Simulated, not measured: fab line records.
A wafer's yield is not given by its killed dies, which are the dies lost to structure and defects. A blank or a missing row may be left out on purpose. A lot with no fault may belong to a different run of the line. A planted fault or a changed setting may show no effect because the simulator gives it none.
Split-lot experiment / flow n5_finfet / 7 lots, 21 wafers read, on a route of 1938 steps

== SPLIT DETAILS ==
At N5_BEOL_M5_ETCH_68 (etches SOC in N2/H2, target depth 80 nm, overetch 16 nm, time 120 s), the setting bias_w was moved away from the recipe's 150 W on 6 of the 21 wafers read, by -5.1% to +9.3%. The other wafers ran this setting at the recipe's value.

The split's own step is where the reading is taken.

== THE READING ==
rf_vpp_V, in V, at N5_BEOL_M5_ETCH_68 (etches SOC in N2/H2, target depth 80 nm, overetch 16 nm, time 120 s). Typical for fault-free wafers on this fab line: 523.3 V, with standard deviation 2.7 V.

wafer=L075.1; tool, chamber at the split=rie_diel-06, 3; bias_w as run, W=150; against the recipe=recipe; rf_vpp_V, V=520.8; against lot-mates on the recipe=-
wafer=L075.3; tool, chamber at the split=rie_diel-06, 0; bias_w as run, W=150; against the recipe=recipe; rf_vpp_V, V=524.2; against lot-mates on the recipe=-
wafer=L075.5; tool, chamber at the split=rie_diel-06, 0; bias_w as run, W=150; against the recipe=recipe; rf_vpp_V, V=522.8; against lot-mates on the recipe=-
wafer=L081.1; tool, chamber at the split=rie_diel-06, 1; bias_w as run, W=150; against the recipe=recipe; rf_vpp_V, V=520.8; against lot-mates on the recipe=-
wafer=L081.2; tool, chamber at the split=rie_diel-06, 3; bias_w as run, W=161.6; against the recipe=+7.7%; rf_vpp_V, V=544.5; against lot-mates on the recipe=+23.7
wafer=L081.5; tool, chamber at the split=rie_diel-06, 1; bias_w as run, W=161.6; against the recipe=+7.7%; rf_vpp_V, V=545.9; against lot-mates on the recipe=+25.1
wafer=L085.1; tool, chamber at the split=rie_diel-01, 1; bias_w as run, W=163.9; against the recipe=+9.3%; rf_vpp_V, V=556.8; against lot-mates on the recipe=+30.8
wafer=L085.2; tool, chamber at the split=rie_diel-01, 3; bias_w as run, W=150; against the recipe=recipe; rf_vpp_V, V=527.2; against lot-mates on the recipe=-
wafer=L085.5; tool, chamber at the split=rie_diel-01, 1; bias_w as run, W=150; against the recipe=recipe; rf_vpp_V, V=524.8; against lot-mates on the recipe=-
wafer=L086.2; tool, chamber at the split=rie_diel-01, 2; bias_w as run, W=150; against the recipe=recipe; rf_vpp_V, V=524.0; against lot-mates on the recipe=-
wafer=L086.3; tool, chamber at the split=rie_diel-01, 1; bias_w as run, W=150; against the recipe=recipe; rf_vpp_V, V=526.9; against lot-mates on the recipe=-
wafer=L086.5; tool, chamber at the split=rie_diel-01, 3; bias_w as run, W=150; against the recipe=recipe; rf_vpp_V, V=527.1; against lot-mates on the recipe=-
wafer=L090.1; tool, chamber at the split=rie_diel-01, 1; bias_w as run, W=150; against the recipe=recipe; rf_vpp_V, V=526.9; against lot-mates on the recipe=-
wafer=L090.3; tool, chamber at the split=rie_diel-01, 0; bias_w as run, W=150; against the recipe=recipe; rf_vpp_V, V=525.4; against lot-mates on the recipe=-
wafer=L090.5; tool, chamber at the split=rie_diel-01, 0; bias_w as run, W=150; against the recipe=recipe; rf_vpp_V, V=525.7; against lot-mates on the recipe=-
wafer=L093.2; tool, chamber at the split=rie_diel-06, 2; bias_w as run, W=142.3; against the recipe=-5.1%; rf_vpp_V, V=503.8; against lot-mates on the recipe=-17.0
wafer=L093.4; tool, chamber at the split=rie_diel-06, 1; bias_w as run, W=150; against the recipe=recipe; rf_vpp_V, V=520.8; against lot-mates on the recipe=-
wafer=L093.6; tool, chamber at the split=rie_diel-06, 1; bias_w as run, W=142.3; against the recipe=-5.1%; rf_vpp_V, V=505.8; against lot-mates on the recipe=-15.0
wafer=L096.1; tool, chamber at the split=rie_diel-01, 2; bias_w as run, W=161.6; against the recipe=+7.7%; rf_vpp_V, V=548.4; against lot-mates on the recipe=+21.2
wafer=L096.2; tool, chamber at the split=rie_diel-01, 3; bias_w as run, W=150; against the recipe=recipe; rf_vpp_V, V=528.3; against lot-mates on the recipe=-
wafer=L096.3; tool, chamber at the split=rie_diel-01, 0; bias_w as run, W=150; against the recipe=recipe; rf_vpp_V, V=526.0; against lot-mates on the recipe=-

FIT RESULTS
A straight line over all 21 wafers: rf_vpp_V changes by +3.19 V for each +1% of bias_w; r = +0.98; the points scatter about the line by 2.8 V.
The same after taking each lot's own level away (the mean of its wafers on the recipe; 21 wafers): +3.12 V for each +1%; r = +0.99; scatter 1.3 V.
According to that fit, moving bias_w by its largest amount changes the reading by 29 V.
The span of the lots' own levels, 520.80 to 527.15 V, comes to 2.4 times the standard deviation stated above.
So the lot-to-lot level changes the slope little: the two slopes agree.
Check: with one of the wafers moved furthest among these (+9.3%) left out of the fit, the line predicts +28.2 V for it against its lot-mates. It came out at +30.8 V against them.
Tool readings at the split's step, against how far the setting was moved: rf_vpp_V r = +0.98.

== OTHER SPLITS ON THESE WAFERS ==
Before the reading, these wafers also passed through other splits. Each is held against what the fit with the lots' levels taken away leaves over:
other split on the same wafers=N5_BEOL_M2_DESCUM_33 time_s; wafers away from the commonest value=7; r with rf_vpp_V (lot level and that fit taken away)=-0.18
other split on the same wafers=N5_BEOL_M3_COAT_22 spin_rpm; wafers away from the commonest value=11; r with rf_vpp_V (lot level and that fit taken away)=-0.09
other split on the same wafers=N5_BEOL_M4_DESCUM_16 time_s; wafers away from the commonest value=10; r with rf_vpp_V (lot level and that fit taken away)=-0.32
other split on the same wafers=N5_BEOL_M4_TRENCH_ETCH_37 time_s; wafers away from the commonest value=6; r with rf_vpp_V (lot level and that fit taken away)=+0.26
other split on the same wafers=N5_BEOL_M4_ALD_84 ald_cycles; wafers away from the commonest value=7; r with rf_vpp_V (lot level and that fit taken away)=-0.30

== THE FILE'S OWN FIT ==
rf_vpp_V changes by +3.11 V for each +1% of bias_w, r = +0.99.
